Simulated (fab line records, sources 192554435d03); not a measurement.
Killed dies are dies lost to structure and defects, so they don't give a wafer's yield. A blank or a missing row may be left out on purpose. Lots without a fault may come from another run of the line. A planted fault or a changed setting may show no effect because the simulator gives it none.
fab line records | flow n5_finfet
record lots=11 wafers=33 last_day=17
route steps=1938 shown BEOL_M9@1461 BEOL_M10@1474 PASSIVATION@1936
lots that met no fault: from a run of the same line without faults
start_h: hours from the record's first day to the start of the lot's first wafer shown | wait_h: hours since the lot's step before | " the same as in the row above | L1.1+2: a row that stands for several wafers | - no value, or no start given | * or withheld: withheld | < > ~ a bound
route shown NAME@n: a module of which the file shows steps, and the number in the route of the first | usual: mean/standard deviation of fault-free wafers | same: alike in all rows | chamber/n: place in a boat | sites: the reading at each site | _std_site: their standard deviation | _edge_site: outer sites' mean less inner sites' | radius_mm: how far each site lies from the wafer's centre | mask NAME#n: copy n | behind: the tool/chamber that last shaped the wafer | hold: why the lot was held/for how many hours/how that ended | device: the transistor (n, p or np) that didn't switch | end of line: the same wafers' tests at the end of the route | a step without rows: its recipe alone | killed: dies lost to structure and defects at the first sort, not the wafer's yield | map: a wafer's dies, x killed, . not, _ none there
set.NAME: the setting as run; set.NAME@STEP: as run at that earlier step | model.NAME: the simulator's own value behind a step, which no gauge read
steps of the route over a sample of lots; a table a step, a row a wafer
services: from which hour (start_h, from the record's first day; less than 0 if before it) a tool's chamber was out of use, for how many hours, and why
## steps
# step N5_BEOL_M9_SPUTTER_48
# recipe material=Cu target_thk_a=120 temp_c=-20 bias_v=60 power_w=26000 chamber_pressure_pa=0.13 time_s=2
# usual chuck_gas_flow_sccm=1.26/0.055 throttle_valve_pct=29.9/0.86
# columns lot.wafer tool chamber start_h wait_h chuck_gas_flow_sccm throttle_valve_pct
L394.1 pvd_sputter-01 - 242.55 0.2 1.24 29.5
L394.2 " - " " 1.22 29.2
L394.6 " - " " 1.26 28.2
L396.1 pvd_sputter-02 - 243.09 0.3 1.26 29.2
L396.3 " - " " 1.23 29.1
L396.6 " - " " 1.17 30.7
L398.1 pvd_sputter-03 - 248.87 0.5 1.30 30.7
L398.4 " - " " 1.23 30.9
L398.5 " - " " 1.15 31.1
L401.2 pvd_sputter-01 - 277.03 0.1 1.32 29.4
L401.5 " - " " 1.27 30.4
L401.6 " - " " 1.21 29.4
L407.2 pvd_sputter-01 - 310.96 0.2 1.18 29.3
L407.3 " - " " 1.17 29.5
L407.6 " - " " 1.18 29.4
L404.3 pvd_sputter-02 - 311.09 0.1 1.21 29.3
L404.4 " - " " 1.25 29.9
L404.5 " - " " 1.27 29.7
L411.2 pvd_sputter-03 - 321.71 0.2 1.14 30.6
L411.4 " - " " 1.29 31.0
L411.5 " - " " 1.33 31.0
L410.2 pvd_sputter-03 - 333.43 0.1 1.20 30.6
L410.4 " - " " 1.29 29.9
L410.6 " - " " 1.19 30.2
L414.4 pvd_sputter-01 - 349.27 0.2 1.22 30.3
L414.5 " - " " 1.23 29.5
L414.6 " - " " 1.20 30.3
L413.3 pvd_sputter-03 - 349.35 0.2 1.20 30.8
L413.4 " - " " 1.33 30.1
L413.6 " - " " 1.33 31.0
L412.2 pvd_sputter-02 - 349.82 0.3 1.23 29.0
L412.3 " - " " 1.28 30.6
L412.4 " - " " 1.31 29.5
# step N5_BEOL_M9_CMP_52
# recipe stop_on=SiCOH_lowk t_overpolish_s=7 down_force_psi=1 platen_rpm=50 clearing_platen_down_force_psi=1.5 clearing_platen_rpm=50 post_cmp_clean=cu_alkaline target_thk_nm=140 clearing_platen_pad_velocity_m_s=0.99484 pad_velocity_m_s=0.99484
# usual barrier_field_endpoint_s=28.6/0.72 motor_current_A=6.3/0.59 overpolish_run_s=7.000/0.0091 pad_life_wafers=954/700 time_to_endpoint_s=65/3.2
# columns lot.wafer tool chamber start_h wait_h barrier_field_endpoint_s motor_current_A overpolish_run_s pad_life_wafers time_to_endpoint_s
L394.1 cmp-04 1 243.21 0.3 28.0 5.5 6.993 1291 63
L394.2 " 3 " " 28.4 7.0 7.006 1293 67
L394.6 " 1 " " 28.4 5.2 6.991 - 64
L396.1 cmp-03 1 243.66 0.3 26.7 6.6 7.004 13 58
L396.3 " 3 " " 28.8 6.9 7.001 15 67
L396.6 " 0 " " 27.7 5.9 6.991 - 60
L398.4 cmp-03 3 249.62 0.2 29.6 7.0 7.007 61 68
L398.1 " 0 " " 29.5 5.9 6.997 62 70
L398.5 " 3 " " 29.2 7.1 7.005 - 69
L401.2 cmp-04 0 278.94 0.2 28.0 6.7 7.027 1585 66
L401.6 " 3 " " 28.6 7.2 6.988 - 65
L401.5 " 0 " " 29.1 6.2 6.988 - 65
L407.2 cmp-04 2 313.36 0.2 27.4 6.4 6.987 1837 62
L407.3 " 3 " " 28.0 7.6 6.995 1838 64
L407.6 " 1 " " 28.3 5.6 6.993 - 63
L404.3 cmp-01 1 313.63 0.2 28.3 6.1 6.982 307 63
L404.4 " 2 " " 27.8 6.6 7.010 308 57
L404.5 " 1 " " 28.9 6.6 7.007 - 61
L411.4 cmp-03 1 325.31 0.2 28.6 6.4 6.998 680 64
L411.2 " 2 " " 29.0 6.3 6.998 681 70
L411.5 " 3 " " 29.6 6.5 6.993 - 69
L410.2 cmp-04 3 335.33 0.2 28.3 6.6 6.998 2022 64
L410.4 " 0 " " 27.9 6.4 6.991 2023 63
L410.6 " 3 " " 28.7 7.3 7.009 - 63
L413.3 cmp-04 0 350.06 0.2 29.0 6.4 6.986 54 65
L413.4 " 1 " " 29.1 5.4 7.011 55 61
L413.6 " 1 " " 28.9 5.7 6.994 - 61
L414.4 cmp-01 0 350.15 0.2 28.1 5.1 6.998 645 66
L414.5 " 1 " " 27.5 6.5 7.002 - 63
L414.6 " 2 " " 26.6 6.3 6.992 - 57
L412.3 cmp-01 0 350.77 0.2 28.6 5.0 7.002 648 67
L412.2 " 1 " " 28.0 6.6 7.001 649 61
L412.4 " 2 " " 28.0 6.2 7.011 650 58
# step N5_BEOL_M9_INSPECT_58
# recipe inspect_instrument=darkfield mode=post_dep
# usual raw_defect_count=70/24
# columns lot.wafer tool chamber start_h wait_h raw_defect_count
L394.1 defect_inspect-01 - 243.63 0.0 47
L394.2 " - " " 53
L394.6 " - " " 52
L396.1 defect_inspect-01 - 244.07 0.0 75
L396.3 " - " " 67
L396.6 " - " " 91
L398.1 defect_inspect-01 - 250.04 0.0 87
L398.4 " - " " 94
L398.5 " - " " 86
L401.2 defect_inspect-01 - 279.36 0.0 128
L401.5 " - " " 96
L401.6 " - " " 108
L407.2 defect_inspect-01 - 313.78 0.0 113
L407.3 " - " " 108
L407.6 " - " " 71
L404.3 defect_inspect-02 - 314.05 0.0 71
L404.4 " - " " 110
L404.5 " - " " 87
L411.2 defect_inspect-01 - 325.69 0.0 81
L411.4 " - " " 67
L411.5 " - " " 54
L410.2 defect_inspect-02 - 335.79 0.0 102
L410.4 " - " " 84
L410.6 " - " " 85
L414.4 defect_inspect-01 - 350.50 0.0 105
L414.5 " - " " 37
L414.6 " - " " 48
L413.3 defect_inspect-02 - 350.52 0.0 70
L413.4 " - " " 98
L413.6 " - " " 60
L412.2 defect_inspect-01 - 351.23 0.0 98
L412.3 " - " " 90
L412.4 " - " " 115
# step N5_BEOL_M10_HM_DEP_02
# recipe material=TiN target_thk_a=200 temp_c=25 chamber_pressure_pa=0.49996
# usual throttle_valve_pct=29.8/0.87
# columns lot.wafer tool chamber start_h wait_h throttle_valve_pct
L394.1 pvd_sputter-01 - 246.43 2.1 28.2
L394.2 " - " " 29.4
L394.6 " - " " 28.0
L396.1 pvd_sputter-01 - 246.63 1.9 29.6
L396.3 " - " " 30.3
L396.6 " - " " 27.8
L398.1 pvd_sputter-02 - 250.95 0.2 28.7
L398.4 " - " " 30.8
L398.5 " - " " 29.4
L401.2 pvd_sputter-01 - 280.31 0.3 29.2
L401.5 " - " " 29.7
L401.6 " - " " 28.5
L407.2 pvd_sputter-01 - 315.45 1.0 30.2
L407.3 " - " " 29.1
L407.6 " - " " 27.8
L404.3 pvd_sputter-01 - 315.65 0.9 28.0
L404.4 " - " " 29.3
L404.5 " - " " 30.5
L411.2 pvd_sputter-02 - 327.99 1.6 30.7
L411.4 " - " " 30.9
L411.5 " - " " 29.0
L410.2 pvd_sputter-02 - 337.30 0.7 31.0
L410.4 " - " " 29.8
L410.6 " - " " 28.8
L414.4 pvd_sputter-03 - 351.91 0.7 31.0
L414.5 " - " " 30.0
L414.6 " - " " 30.7
L413.3 pvd_sputter-02 - 351.94 0.7 29.8
L413.4 " - " " 29.5
L413.6 " - " " 29.8
L412.2 pvd_sputter-03 - 352.17 0.3 30.8
L412.3 " - " " 31.2
L412.4 " - " " 30.5
# step N5_BEOL_M10_INSPECT_13
# recipe mode=adi inspect_instrument=brightfield
# usual raw_defect_count=447/110
# columns lot.wafer tool chamber start_h wait_h raw_defect_count
L394.1 defect_inspect-01 - 247.04 0.0 245
L394.2 " - " " 352
L394.6 " - " " 365
L396.1 defect_inspect-02 - 247.21 0.0 345
L396.3 " - " " 379
L396.6 " - " " 421
L398.1 defect_inspect-01 - 251.37 0.0 460
L398.4 " - " " 497
L398.5 " - " " 738
L401.2 defect_inspect-01 - 280.92 0.0 452
L401.5 " - " " 468
L401.6 " - " " 418
L407.2 defect_inspect-02 - 316.00 0.0 1277
L407.3 " - " " 1217
L407.6 " - " " 1357
L404.3 defect_inspect-01 - 316.21 0.0 1218
L404.4 " - " " 1145
L404.5 " - " " 1147
L411.2 defect_inspect-02 - 328.55 0.0 400
L411.4 " - " " 499
L411.5 " - " " 334
L410.2 defect_inspect-01 - 337.72 0.0 547
L410.4 " - " " 451
L410.6 " - " " 827
L414.4 defect_inspect-02 - 352.46 0.0 466
L414.5 " - " " 538
L414.6 " - " " 449
L413.3 defect_inspect-02 - 352.62 0.0 489
L413.4 " - " " 618
L413.6 " - " " 602
L412.2 defect_inspect-01 - 352.79 0.0 509
L412.3 " - " " 489
L412.4 " - " " 733
# step N5_PASSIVATION_PROBE_49
# usual defect_limited_yield=91.4/1.4 killed_at_M0_to_M3=33/11 killed_at_M4_up=13/5.3 killed_at_contacts=13/6.1 killed_at_front_end=40/11 killed_at_other=2.9/2.7 killed_dies=102/17 killed_open=68/13 killed_short=32/7.5 sort_bin_4_leakage=0.00/0.022 sort_bin_5_function=5.1/0.98 sort_bin_6_memory=3.2/0.69 sort_n_pass=1077/21 sort_yield_pct=91.3/1.7
# same gross_dies=1180 killed_at_back_side=0 sort_bin_8_speed[%]=0
# columns lot.wafer tool chamber start_h wait_h defect_limited_yield[%] killed_at_M0_to_M3 killed_at_M4_up killed_at_contacts killed_at_front_end killed_at_other killed_dies killed_open killed_short sort_bin_4_leakage[%] sort_bin_5_function[%] sort_bin_6_memory[%] sort_n_pass sort_yield_pct[%]
L398.1 prober-02 - 316.17 0.0 90.8 29 13 9 51 6 108 56 52 0 5.8 2.5 1072 90.8
L398.4 prober-02 - 316.32 0.2 88.6 26 9 24 65 10 134 96 37 0 7.1 3.8 1046 88.6
L398.5 prober-02 - 316.37 0.2 91.0 25 7 11 60 3 106 73 33 0 5.0 3.8 1074 91.0
L396.1 prober-02 - 321.67 0.0 91.8 36 15 8 35 3 97 53 42 0 4.4 3.7 1083 91.8
L396.3 prober-02 - 321.77 0.1 91.9 31 10 8 43 4 96 66 29 0 5.2 2.7 1084 91.9
L396.6 prober-02 - 321.92 0.3 90.8 17 17 12 62 1 109 67 37 0 5.1 3.2 1071 90.8
L407.2 prober-01 - 378.43 0.1 82.0 29 147 6 29 1 212 54 18 0 11.4 4.0 968 82.0
L407.3 prober-01 - 378.48 0.1 80.1 49 140 4 41 1 235 59 38 0 12.5 4.0 945 80.1
L407.6 prober-01 - 378.63 0.3 81.2 25 147 12 38 0 222 53 20 0 10.6 4.5 958 81.2
L404.3 prober-02 - 390.38 0.1 80.8 36 141 11 27 11 226 63 31 0 11.8 4.2 954 80.8
L404.4 prober-02 - 390.43 0.2 81.4 26 144 12 33 4 219 51 31 0 11.0 4.4 961 81.4
L404.5 prober-02 - 390.48 0.2 80.2 35 148 10 36 5 234 69 26 0 12.6 4.0 946 80.2
L410.2 prober-01 - 399.63 0.1 90.3 37 18 23 35 1 114 77 32 0 5.4 3.7 1066 90.3
L410.4 prober-01 - 399.73 0.2 90.9 32 13 25 36 1 107 72 28 0 5.5 2.9 1073 90.9
L410.6 prober-01 - 399.83 0.3 90.3 40 19 27 28 1 115 89 25 0 4.7 4.8 1065 90.3
# killed by level:class
L398.1 FIN_SAQP:geometric_particle:open=17 FIN_SAQP:geometric_particle:short=15 BEOL_M2:geometric_particle:short=10 MOL_CONTACT_COAG:geometric_particle:open=7 BEOL_M0_SAQP:geometric_particle:open=5 BEOL_M4:geometric_particle:open=5 BEOL_M1:geometric_particle:short=4 STI_FIN_REVEAL:geometric_particle:open=3
L398.4 FIN_SAQP:geometric_particle:open=24 MOL_CONTACT_COAG:geometric_particle:open=21 STI_FIN_REVEAL:geometric_particle:open=18 BEOL_M2:geometric_particle:short=9 FIN_SAQP:geometric_particle:short=8 BEOL_M0_SAQP:geometric_particle:open=6 STI_FIN_REVEAL:geometric_particle:short=4 STARTING-WAFER:geometric_particle:open=4
L398.5 FIN_SAQP:geometric_particle:open=16 STI_FIN_REVEAL:geometric_particle:open=10 MOL_CONTACT_COAG:geometric_particle:open=9 FIN_SAQP:geometric_particle:short=7 GATE_CUT:geometric_particle:short=7 STARTING-WAFER:geometric_particle:short=7 BEOL_M3:geometric_particle:open=7 DUMMY_GATE:geometric_particle:open=6
L396.1 STI_FIN_REVEAL:geometric_particle:open=8 MOL_CONTACT_COAG:geometric_particle:open=6 BEOL_M3:geometric_particle:open=6 BEOL_M4:geometric_particle:short=6 GATE_CUT:geometric_particle:short=5 BEOL_M0:geometric_particle:open=5 BEOL_M0_SAQP:geometric_particle:short=5 BEOL_M2:geometric_particle:short=5
L396.3 FIN_SAQP:geometric_particle:short=8 DUMMY_GATE:geometric_particle:open=8 BEOL_M3:geometric_particle:open=8 MOL_CONTACT_COAG:geometric_particle:open=7 BEOL_M0_SAQP:geometric_particle:open=6 BEOL_M1:geometric_particle:open=6 STI_FIN_REVEAL:geometric_particle:open=5 FIN_SAQP:geometric_particle:open=4
L396.6 FIN_SAQP:geometric_particle:open=11 BEOL_M4:geometric_particle:open=10 STI_FIN_REVEAL:geometric_particle:open=9 GATE_CUT:geometric_particle:short=7 MOL_CONTACT_COAG:geometric_particle:short=6 DUMMY_GATE:geometric_particle:open=6 MOL_CONTACT_COAG:geometric_particle:open=6 BEOL_M2:geometric_particle:open=6
L407.2 BEOL_M10:unspecified=140 FIN_SAQP:geometric_particle:open=12 BEOL_M0_SAQP:geometric_particle:open=7 FIN_SAQP:geometric_particle:short=5 MOL_CONTACT_COAG:geometric_particle:open=5 BEOL_M0_SAQP:geometric_particle:short=5 BEOL_M2:geometric_particle:open=5 BEOL_M4:geometric_particle:open=5
L407.3 BEOL_M10:unspecified=136 BEOL_M0_SAQP:geometric_particle:short=14 FIN_SAQP:geometric_particle:open=13 BEOL_M0_SAQP:geometric_particle:open=12 BEOL_M2:geometric_particle:open=8 FIN_SAQP:geometric_particle:short=6 BEOL_M2:geometric_particle:short=6 GATE_CUT:geometric_particle:short=5
L407.6 BEOL_M10:unspecified=143 FIN_SAQP:geometric_particle:open=10 MOL_CONTACT_COAG:geometric_particle:open=9 BEOL_M3:geometric_particle:open=9 DUMMY_GATE:geometric_particle:open=6 HKMG_FIN:area_etch=6 BEOL_M0_SAQP:geometric_particle:short=5 BEOL_M0_SAQP:geometric_particle:open=5
L404.3 BEOL_M10:unspecified=131 BEOL_M0_SAQP:geometric_particle:open=11 BEOL_M0_SAQP:geometric_particle:short=10 MOL_CONTACT_COAG:geometric_particle:open=9 FIN_SAQP:geometric_particle:open=6 BEOL_M2:geometric_particle:open=6 STARTING-WAFER:geometric_particle:short=6 PASS1_CAP:geometric_particle:open=5
L404.4 BEOL_M10:unspecified=137 BEOL_M2:geometric_particle:open=11 FIN_SAQP:geometric_particle:open=9 MOL_CONTACT_COAG:geometric_particle:open=9 GATE_CUT:geometric_particle:short=8 BEOL_M0_SAQP:geometric_particle:short=4 STARTING-WAFER:geometric_particle:short=4 STARTING-WAFER:geometric_particle:open=4
L404.5 BEOL_M10:unspecified=137 FIN_SAQP:geometric_particle:open=11 MOL_CONTACT_COAG:geometric_particle:open=9 BEOL_M2:geometric_particle:open=8 BEOL_M4:geometric_particle:open=8 BEOL_M1:geometric_particle:open=7 FIN_SAQP:geometric_particle:short=6 BEOL_M0_SAQP:geometric_particle:short=6
L410.2 MOL_CONTACT_COAG:geometric_particle:open=19 FIN_SAQP:geometric_particle:short=9 BEOL_M3:geometric_particle:open=9 BEOL_M4:geometric_particle:open=9 FIN_SAQP:geometric_particle:open=7 BEOL_M0_SAQP:geometric_particle:short=7 BEOL_M1:geometric_particle:open=6 BEOL_M2:geometric_particle:open=6
L410.4 MOL_CONTACT_COAG:geometric_particle:open=19 BEOL_M3:geometric_particle:open=8 HKMG_FIN:area_etch=7 FIN_SAQP:geometric_particle:open=6 STI_FIN_REVEAL:geometric_particle:open=6 MOL_CONTACT_COAG:geometric_particle:short=6 BEOL_M0_SAQP:geometric_particle:open=6 BEOL_M0_SAQP:geometric_particle:short=6
L410.6 MOL_CONTACT_COAG:geometric_particle:open=25 FIN_SAQP:geometric_particle:open=10 BEOL_M1:geometric_particle:open=10 BEOL_M3:geometric_particle:open=8 BEOL_M2:geometric_particle:open=7 BEOL_M5:geometric_particle:open=7 BEOL_M0_SAQP:geometric_particle:open=6 BEOL_M0_SAQP:geometric_particle:short=5
## services
# columns tool chamber start_h hours kind
cmp-04 - 234.55 4.6 pm
cmp-03 - 238.57 4.0 pm
cmp-03 - 242.57 - consumable_replace:conditioner
cmp-03 - 242.57 - consumable_replace:pad
cmp-01 - 263.32 4.0 pm
cmp-01 - 267.32 - consumable_replace:conditioner
cmp-01 - 267.32 - consumable_replace:pad
cmp-01 - 271.26 0.5 repair
cmp-01 - 273.23 6.1 pm
cmp-01 - 338.09 1.4 repair
cmp-04 - 339.24 4.0 pm
cmp-04 - 343.24 - consumable_replace:conditioner
cmp-04 - 343.24 - consumable_replace:pad
## key
first_sign step=N5_BEOL_M10_INSPECT_13 reading=raw_defect_count direction=up sigmas=7.4 usual=447 struck=1227
effect step=N5_PASSIVATION_PROBE_49 reading=killed_at_M4_up direction=up sigmas=25 usual=13 struck=144
more_kills_born_at N5_BEOL_M10_HM_DEP_02@pvd_sputter-01=824
met_at N5_BEOL_M10_HM_DEP_02
struck_lots L404,L407
not_acting_at N5_BEOL_M9_SPUTTER_48,N5_BEOL_M9_CMP_52,N5_BEOL_M9_INSPECT_58
onset_between 280.31 315.45
fault kind=chamber_particle_source tool=pvd_sputter-01 chamber=- onset_h=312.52 steps=N5_BEOL_M10_HM_DEP_02 rate_per_visit_cm2=1.2328 end_h=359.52
